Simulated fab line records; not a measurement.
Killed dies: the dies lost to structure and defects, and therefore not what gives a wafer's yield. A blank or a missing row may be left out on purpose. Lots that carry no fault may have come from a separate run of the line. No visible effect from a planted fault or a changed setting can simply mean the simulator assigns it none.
Matching of chambers | flow nand-harc | pecvd-01 running NHARC_A_M1_PRE_CLEAN_32: 3 sister chambers
The step time 12 s. 3 wafers are shown with their chamber, then 7 later ones without.

WAFERS WITH THEIR CHAMBER
wafer  | chamber | heater-power-w (W)
L084.3 | 1       | 617
L084.4 | 2       | 645
L090.5 | 0       | 770

WAFERS MISSING THEIR CHAMBER
wafer  | heater-power-w (W)
L090.6 | 609
L094.1 | 585
L094.2 | 719
L094.4 | 695
L096.2 | 692
L096.5 | 561
L096.6 | 711

WHICH CHAMBER EACH ONE RAN IN
wafer  | from the rows above          | in truth
L090.6 | can't be placed: 1 or 2      | 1
L094.1 | can't be placed: 1 or 2      | 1
L094.2 | can't be placed: 0 or 2 or 1 | 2
L094.4 | can't be placed: 2 or 0 or 1 | 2
L096.2 | can't be placed: 2 or 1 or 0 | 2
L096.5 | can't be placed: 1 or 2      | 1
L096.6 | can't be placed: 0 or 2 or 1 | 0
Correctly placed: 0 of 7. Unplaceable from these rows: 7, with the true chamber sitting among the candidates in 7. 0 placed wrongly.
How it was worked out, from the rows above alone: a wafer's distance from a chamber is the root of the sum, over the readings, of the square of ((its reading less the chamber's mean) divided by the reading's scatter). The wafer belongs to the nearest chamber; if the next one is less than 2 further off, it can't be placed. A chamber's mean is the mean of its shown wafers. The scatter (one wafer shown for each chamber): square how far every hidden wafer sits from the nearest shown wafer, average those squares and take the square root.
